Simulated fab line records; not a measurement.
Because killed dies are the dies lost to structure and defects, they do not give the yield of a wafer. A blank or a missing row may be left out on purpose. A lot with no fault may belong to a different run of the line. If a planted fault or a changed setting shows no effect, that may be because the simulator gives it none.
Lot-split experiment	flow n5-finfet	route with 1938 steps; 7 lots, 21 wafers read

== SPLIT DETAILS ==
At N5_SD_EPI_N_EPI_21 (deposits Si:P, time 690 s), the setting temp-c was moved away from the recipe's 680 C on 8 of the 21 wafers read, by -0.4% to +0.6%. For the rest of the wafers, this setting stayed at what the recipe calls for.

== FROM THE SPLIT TO THE READING: what the file shows between them, 3 steps ==
- N5_SD_EPI_N_PRECLEAN_24: cleans in O3/DIW, time 60 s
- N5_SD_ACTIVATION_RTA_00: time 0 s
- N5_SD_ACTIVATION_LSA_01: time 0.0008 s

== THE READING ==
RS_SD_N in ohm/sq, measured at N5_SD_ACTIVATION_RS_MEAS_03 by four-point-probe. On this fab line, fault-free wafers typically give 21.92 ohm/sq with a standard deviation of 0.3 ohm/sq.

wafer	tool, chamber at the split	temp-c as run, C	against the recipe	RS_SD_N, ohm/sq	against lot-mates on the recipe
L075.1	epi-rpcvd-03, 0	680	recipe	22.10	-
L075.5	epi-rpcvd-03, 0	682.4	+0.4%	21.23	-0.68
L075.6	epi-rpcvd-03, 0	680	recipe	21.72	-
L083.2	epi-rpcvd-03, 0	680	recipe	22.44	-
L083.5	epi-rpcvd-03, 0	683.1	+0.5%	21.06	-1.35
L083.6	epi-rpcvd-03, 0	680	recipe	22.37	-
L086.2	epi-rpcvd-01, 0	677.4	-0.4%	22.89	+1.06
L086.3	epi-rpcvd-01, 0	680	recipe	21.83	-
L086.4	epi-rpcvd-01, 0	677.4	-0.4%	23.01	+1.18
L087.1	epi-rpcvd-04, 0	677	-0.4%	23.34	+1.04
L087.4	epi-rpcvd-04, 0	677	-0.4%	23.08	+0.78
L087.6	epi-rpcvd-04, 0	680	recipe	22.30	-
L090.1	epi-rpcvd-01, 0	681.4	+0.2%	21.41	-0.15
L090.4	epi-rpcvd-01, 0	680	recipe	21.81	-
L090.5	epi-rpcvd-01, 0	680	recipe	21.32	-
L091.2	epi-rpcvd-01, 0	680	recipe	21.81	-
L091.4	epi-rpcvd-01, 0	680	recipe	22.27	-
L091.6	epi-rpcvd-01, 0	680	recipe	22.17	-
L095.1	epi-rpcvd-03, 0	680	recipe	21.78	-
L095.2	epi-rpcvd-03, 0	680	recipe	22.01	-
L095.3	epi-rpcvd-03, 0	684.4	+0.6%	20.30	-1.60

THE FIT
A straight line over all 21 wafers: RS_SD_N changes by -2.52 ohm/sq for each +1% of temp-c; r = -0.93; the points scatter about the line by 0.27 ohm/sq.
The same after taking each lot's own level away (the mean of its wafers on the recipe; 21 wafers): -2.42 ohm/sq for each +1%; r = -0.96; scatter 0.19 ohm/sq.
On that fit, the largest move of temp-c shifts the reading by 1.6 ohm/sq.
Measured against the standard deviation above, the lots' own levels, which go from 21.565 to 22.405 ohm/sq, span 2.8 times it.
So the lot-to-lot level changes the slope little: the two slopes agree.
Check: -1.53 ohm/sq against its lot-mates is what the line predicts for one of the wafers moved furthest among these (+0.6%) when that wafer is left out of the fit. It came out at -1.6 ohm/sq against them.

== THESE WAFERS: OTHER SPLITS ==
Before the reading, these wafers also passed through other splits. Each is held against what the fit with the lots' levels taken away leaves over:
other split on the same wafers	wafers away from the commonest value	r with RS_SD_N (lot level and that fit taken away)
N5_SD_EPI_N_PEB_07 peb-temp-c	5	+0.16
N5_SD_EPI_N_ETCH_16 target-depth-a	6	+0.30

== THE WHOLE CHAIN: every reading that the file lists as answering this split, in the file's order ==
step	what it does	reading	change (the file's fit)	r (the file's)
N5_SD_EPI_N_EPI_21	deposits Si:P, time 690 s	Si-P_of_SD_EPI_N_EPI_21.thk-nm (the simulator's own value, which no gauge read)	+6.81 nm for each +1% of the setting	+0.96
N5_SD_ACTIVATION_RS_MEAS_03	measures by four-point-probe	RS_SD_N	-2.42 for each +1% of the setting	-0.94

== THE FILE'S OWN FIT ==
RS_SD_N changes by -2.42 ohm/sq for each +1% of temp-c, r = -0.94.
